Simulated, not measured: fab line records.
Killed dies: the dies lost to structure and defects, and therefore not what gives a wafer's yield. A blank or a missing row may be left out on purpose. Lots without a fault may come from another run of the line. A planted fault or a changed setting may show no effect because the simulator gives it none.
A struck lot beside a sound one | flow n5 finfet | 15 steps out of a route of 1938
Sound: wafers L945.2, L945.3, L945.5. Struck: wafer L958.5 (left out: L958.1, L958.3 of the same lot, which were not struck); the cause appears at the end.
Order at every step that has rows: each side's tool, ch and its chambers, its first start. Under that, the readings that differ: sound wafers | struck wafers | difference of the means | sigmas: that difference in standard deviations of wafers without a fault.
alike: same words and numbers on both sides, and readings whose means sit less than 2 such deviations apart. not compared: any withheld reading, any reading some wafer has no value for, any bound like >300 that may hide the same value, and any number with overlapping values for which the record gives no deviation.
A row with sigmas, a row that says differs or no value, or rows on one side alone: a step with any of these is where the two part. Non-overlapping numbers with no deviation appear without sigmas and do not part them. A reading that every wafer of one side lacks parts them only if that side has two wafers or more.

first, 7 steps without rows for these wafers: N5_BEOL_M6_COAT_71 (time 60 s, resist thk 5 nm); N5_BEOL_M6_COAT_22 (resist thk 30 nm); N5_BEOL_M6_EBR_24; N5_BEOL_M6_SOFTBAKE_23 (time 60 s); N5_BEOL_M6_EXPOSE_25 (exposes mask V5, target cd 40 nm); N5_BEOL_M6_PEB_26 (peb time 60 s); N5_BEOL_M6_DEVELOP_27 (develop time 30 s).
N5_BEOL_M6_CD_MEAS_28: target cd 40 nm.
  sound on cd sem-02 ch 0, day 9 20:23; struck on cd sem-02 ch 0, day 13 19:43
  alike: cd nm
N5_BEOL_M6_OVL_MEAS_29:
  sound on overlay-01 ch 0, day 9 20:25; struck on overlay-02 ch 0, day 13 19:45
  alike: V5_OVL
N5_BEOL_M6_INSPECT_30: inspects for defects (brightfield).
  sound: defect inspect-01 at day 9 20:28; struck: defect inspect-01 at day 13 19:48
  alike: raw defect count
N5_BEOL_M6_DESCUM_33: chemistry O2, time 7 s.
  sound on rie diel-05 ch 0,2, day 9 20:45; struck on rie diel-04 ch 2, day 13 20:02
  alike: drypump motor current A, oes product au, rf vpp V, showerhead plenum p Torr, throttle valve pct
  not compared: rf hours counter h
N5_BEOL_M6_ETCH_72: etches underlayer in N2/H2, target depth 6.5 nm, time 5.2 s.
  sound on rie diel-05 ch 0,2, day 9 20:47; struck on rie diel-04 ch 2, day 13 20:05
  alike: bias w, drypump motor current A, etch rf on time s, oes product au, rf vpp V, showerhead plenum p Torr, throttle valve pct
  not compared: rf hours counter h
N5_BEOL_M6_ETCH_65: etches SiARC in CF4, target depth 15.6 nm, time 26 s.
  sound on rie diel-05 ch 0,2, day 9 20:48; struck on rie diel-04 ch 2, day 13 20:06
  reading               | sound          | struck | difference | sigmas
  etch rf on time s (s) | 27.1 24.2 24.3 | 45.4   | +20.2      | +25
  alike: bias w, drypump motor current A, mfc ar sccm, oes product au, rf vpp V, showerhead plenum p Torr, throttle valve pct
  not compared: rf hours counter h
N5_BEOL_M6_ETCH_66: etches SOC in N2/H2, target depth 80 nm, overetch 16 nm, time 120 s.
  sound on rie diel-05 ch 0,2, day 9 20:50; struck on rie diel-04 ch 2, day 13 20:07
  alike: bias w, drypump motor current A, oes product au, rf vpp V, showerhead plenum p Torr, throttle valve pct
  not compared: rf hours counter h
-- here the record skips 4 days between the struck wafers' starts before and after, leaving off in module BEOL_M6 and picking up in module PASSIVATION (first step shown: number 1936 of the route) --
N5_PASSIVATION_PROBE_49:
  the record has rows for the struck wafers here (prober-01, day 17 09:32) and none for the sound ones

== WHERE THEY PART ==
Earliest at N5_BEOL_M6_ETCH_65; latest, in this record, at N5_PASSIVATION_PROBE_49.

WHY: the cause the simulator had injected
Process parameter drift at N5_BEOL_M6_ETCH_65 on rie diel-04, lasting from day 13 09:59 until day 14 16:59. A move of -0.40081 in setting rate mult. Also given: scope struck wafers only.
